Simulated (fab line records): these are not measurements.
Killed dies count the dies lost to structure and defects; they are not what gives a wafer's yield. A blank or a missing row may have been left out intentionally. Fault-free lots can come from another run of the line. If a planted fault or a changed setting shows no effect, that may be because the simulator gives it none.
Chamber matching + flow nand_harc + NHARC_A_M0_PRE_CLEAN_31 on pecvd-02: 3 sister chambers
The step time 12 s. 14 wafers are shown with their chamber, then 7 later ones without.

== WAFERS, EACH WITH ITS CHAMBER ==
| wafer  | chamber | heater_power_w (W) | susceptor_temp_C (C) |
|--------|---------|--------------------|----------------------|
| L584.1 | 0       | 606                | 369.99               |
| L584.5 | 0       | 605                | 370.15               |
| L584.6 | 1       | 641                | 370.00               |
| L583.2 | 0       | 508                | 369.91               |
| L583.4 | 1       | 623                | 369.85               |
| L583.6 | 0       | 508                | 369.68               |
| L593.1 | 1       | 694                | 369.99               |
| L593.2 | 0       | 451                | 369.95               |
| L593.6 | 2       | 665                | 369.46               |
| L597.4 | 0       | 528                | 370.26               |
| L597.5 | 1       | 610                | 370.31               |
| L597.6 | 2       | 601                | 369.89               |
| L599.2 | 1       | 652                | 370.08               |
| L599.3 | 2       | 696                | 370.15               |

SIGNATURES (averages over the wafers above)
| reading          | chamber 0 | chamber 1 | chamber 2 | scatter within a chamber |
|------------------|-----------|-----------|-----------|--------------------------|
| heater_power_w   | 534.33    | 644.00    | 654.00    | 49.9                     |
| susceptor_temp_C | 369.9900  | 370.0460  | 369.8333  | 0.226                    |
Rule: a wafer's distance from a chamber is the root of the sum, over the readings, of the square of ((its reading less the chamber's mean) divided by the reading's scatter). The wafer belongs to the nearest chamber; if the next one is less than 2 further off, it can't be placed. The scatter is the square root of a quotient: the sum, over the shown wafers, of each reading's squared deviation from its chamber's mean, divided by wafers minus chambers.

== WAFERS WITH NO CHAMBER GIVEN ==
| wafer  | heater_power_w (W) | susceptor_temp_C (C) |
|--------|--------------------|----------------------|
| L599.6 | 687                | 370.27               |
| L601.2 | 682                | 369.87               |
| L601.3 | 666                | 370.11               |
| L601.4 | 679                | 370.45               |
| L602.2 | 547                | 370.30               |
| L602.4 | 628                | 370.05               |
| L602.6 | 539                | 370.01               |

== EACH ONE'S CHAMBER ==
| wafer  | from the rows above          | in truth |
|--------|------------------------------|----------|
| L599.6 | can't be placed: 1 or 2 or 0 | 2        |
| L601.2 | can't be placed: 2 or 1      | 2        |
| L601.3 | can't be placed: 1 or 2      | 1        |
| L601.4 | can't be placed: 1 or 2 or 0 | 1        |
| L602.2 | can't be placed: 0 or 1 or 2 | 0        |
| L602.4 | can't be placed: 1 or 2 or 0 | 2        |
| L602.6 | can't be placed: 0 or 1      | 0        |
Correctly placed: 0 of 7. These rows do not allow placing 7 (true chamber among the candidates in 7). Number placed wrongly: 0.
